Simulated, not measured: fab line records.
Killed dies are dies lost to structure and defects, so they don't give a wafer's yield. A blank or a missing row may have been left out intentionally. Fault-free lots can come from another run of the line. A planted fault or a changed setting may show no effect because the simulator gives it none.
2 desks looking at one fault || flow nandHarc || every desk sees just its own numbers, and what lay behind them comes last

## THE METROLOGY DESK
Lot by lot, what the gauges showed, no matter which tool ran the lot: averages of those sampled wafers that carry a number. Any lot whose mean is over 4 standard deviations away from the usual mean is out of limits and marked OUT; that distance is given in the brackets.
Columns: A = cdNm at NHARC_A_CHANNEL_HOLE_D1_CD_MEAS_30, usual 89.4 nm
{"lot": "L507", "first seen here": "day 8 15:40", "A": 90.8}
{"lot": "L508", "first seen here": "day 9 09:53", "A": 90.2}
{"lot": "L509", "first seen here": "day 9 11:24", "A": 89.2}
{"lot": "L511", "first seen here": "day 10 10:05", "A": 88.4}
{"lot": "L516", "first seen here": "day 12 12:46", "A": 89.1}
{"lot": "L517", "first seen here": "day 13 12:00", "A": 89.5}
{"lot": "L520", "first seen here": "day 13 21:17", "A": 89.7}
{"lot": "L525", "first seen here": "day 16 05:15", "A": 90.1}
{"lot": "L526", "first seen here": "day 16 13:00", "A": 89.7}
{"lot": "L527", "first seen here": "day 17 03:16", "A": 88.7}
{"lot": "L528", "first seen here": "day 17 15:18", "A": 92.1}
{"lot": "L529", "first seen here": "day 17 22:23", "A": 88.3}
{"lot": "L530", "first seen here": "day 18 07:42", "A": 91.2}
This desk's verdict: no lot among the 13 shows anything out of limits.

## DESK OF THE TOOL OWNER: aldHk-04
The tool's own readings at NHARC_A_CHANNEL_FILL_D1_ALD_14 (deposits SiO2, target thk 2.5 nm, pulse time 10 s, ald cycles 25): means of the sampled wafers that have a number, for each lot that ran on this tool. Any lot whose mean is over 4 standard deviations away from the usual mean is out of limits and marked OUT; that distance is given in the brackets.
Columns: A = heaterPowerW at NHARC_A_CHANNEL_FILL_D1_ALD_14, usual 492 W; B = precursorPulseHeightRel at NHARC_A_CHANNEL_FILL_D1_ALD_14, usual 1.000
{"lot": "L508", "first seen here": "day 9 17:20", "A": 483, "B": 1.008}
{"lot": "L516", "first seen here": "day 12 20:15", "A": 463, "B": 0.996}
{"lot": "L520", "first seen here": "day 14 04:22", "A": 455, "B": 0.998}
{"lot": "L525", "first seen here": "day 16 12:43", "A": 485, "B": 0.998}
{"lot": "L526", "first seen here": "day 16 20:26", "A": 483, "B": 0.997}
{"lot": "L529", "first seen here": "day 18 06:40", "A": 488, "B": 1.003}
{"lot": "L530", "first seen here": "day 18 15:25", "A": 437, "B": 0.989}
This desk's verdict: no lot among the 7 shows anything out of limits.

## PUT TOGETHER
At the metrology desk, nothing out of limits was observed.
The desk of the tool owner found nothing out of limits.

## WHAT THE SIMULATOR PUT IN
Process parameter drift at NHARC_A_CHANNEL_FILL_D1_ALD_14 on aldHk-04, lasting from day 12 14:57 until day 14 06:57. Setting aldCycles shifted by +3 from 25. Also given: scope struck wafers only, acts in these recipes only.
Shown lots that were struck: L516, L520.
